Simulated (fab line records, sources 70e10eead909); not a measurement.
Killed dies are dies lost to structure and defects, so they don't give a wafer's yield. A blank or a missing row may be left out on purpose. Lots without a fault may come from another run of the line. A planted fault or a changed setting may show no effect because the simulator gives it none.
A struck lot beside a sound one | flow nand_harc | 14 steps out of a route of 1302
Sound: wafers L326.2, L326.3, L326.4. Struck: wafers L337.1, L337.2, L337.5. The cause comes at the end.
At each step with rows: each side's tool, then ch and its chambers, then its first start. Under that, the readings that differ: sound wafers | struck wafers | difference of the means | sigmas: that difference in standard deviations of wafers without a fault.
alike: readings whose means differ by less than 2 such deviations, and words and numbers that are the same on both sides. not compared: withheld readings, readings that some wafer has no value for, bounds like >300 that may hide the same value, and numbers for which the record gives no deviation and whose values overlap.
The two part at a step that has a row with sigmas, a row that says differs or no value, or rows on one side only. Numbers that don't overlap but have no deviation are shown without sigmas and don't part them. A reading that every wafer of one side lacks parts them only if that side has two wafers or more.

first, 4 steps without rows for these wafers: NHARC_A_BONDPAD_EBR_05; NHARC_A_BONDPAD_EXPOSE_06 (exposes mask A BPAD); NHARC_A_BONDPAD_PEB_07 (peb time 80 s); NHARC_A_BONDPAD_DEVELOP_08 (time 50 s).
NHARC_A_BONDPAD_CD_MEAS_09: target cd 500 nm.
  sound on cd_sem-03 ch 0, day 24 07:16; struck on cd_sem-03 ch 0, day 29 03:05
  alike: cd_nm
NHARC_A_BONDPAD_OVL_MEAS_35:
  sound on overlay-02, day 24 07:22; struck on overlay-01, day 29 03:10
  alike: overlay_x_nm, overlay_y_nm
then, 1 step without rows for these wafers: NHARC_A_BONDPAD_HARDBAKE_10 (time 65 s).
NHARC_A_BONDPAD_DESCUM_11: chemistry O2, time 3 s.
  sound on rie_diel-10 ch 0,2,3, day 24 07:29; struck on rie_diel-10 ch 2,3, day 29 03:18
  alike: drypump_motor_current_A, oes_product_au, rf_vpp_V, showerhead_plenum_p_Torr, throttle_valve_pct
  not compared: rf_hours_counter_h
NHARC_A_BONDPAD_ETCH_34: etches the open film in N2/H2, target depth 60 nm, overetch 18 nm, time 65.91 s.
  sound on rie_diel-10 ch 1,2,3, day 24 07:34; struck on rie_diel-10 ch 1,2, day 29 03:23
  alike: bias_w, chamber_pressure_mTorr, drypump_motor_current_A, oes_product_au, rf_vpp_V, showerhead_plenum_p_Torr, throttle_valve_pct
  not compared: rf_hours_counter_h
NHARC_A_BONDPAD_ETCH_12: etches the open film in CHF3/O2, target depth 220 nm, time 110 s.
  sound on rie_diel-10 ch 0,1,3; struck on rie_diel-10 ch 0,1
  alike: bias_w, chamber_pressure_mTorr, drypump_motor_current_A, oes_product_au, rf_vpp_V, showerhead_plenum_p_Torr, throttle_valve_pct
  not compared: rf_hours_counter_h
NHARC_A_BONDPAD_CD_MEAS_13:
  sound on cd_sem-03, day 24 07:48; struck on cd_sem-01, day 29 03:37
  alike: cd_nm
NHARC_A_BONDPAD_STRIP_15: strips in O2.
  sound on rie_diel-10 ch 0,2,3, day 24 07:52; struck on rie_diel-01 ch 0,2, day 29 03:42
  alike: drypump_motor_current_A, oes_product_au, rf_vpp_V, showerhead_plenum_p_Torr, throttle_valve_pct
  not compared: rf_hours_counter_h
NHARC_A_BONDPAD_ETCH_24: etches the open film in CF4/N2, target depth 30 nm, time 72.99 s.
  sound on rie_diel-10 ch 0,1,2, day 24 08:01; struck on rie_diel-01 ch 0,2, day 29 03:52
  no value came back on the struck wafers for any of 8 readings (bias_w (W), cf4_flow_sccm (sccm) and others); on the sound wafers bias_w (W) reads 100.41 99.74 99.81
then, 1 step without rows for these wafers: NHARC_A_BONDPAD_STRIP_16 (strips in post etch residue remover, time 600 s).

WHERE THEY PART
Only at NHARC_A_BONDPAD_ETCH_24, within this record.

WHY: what the simulator had put in
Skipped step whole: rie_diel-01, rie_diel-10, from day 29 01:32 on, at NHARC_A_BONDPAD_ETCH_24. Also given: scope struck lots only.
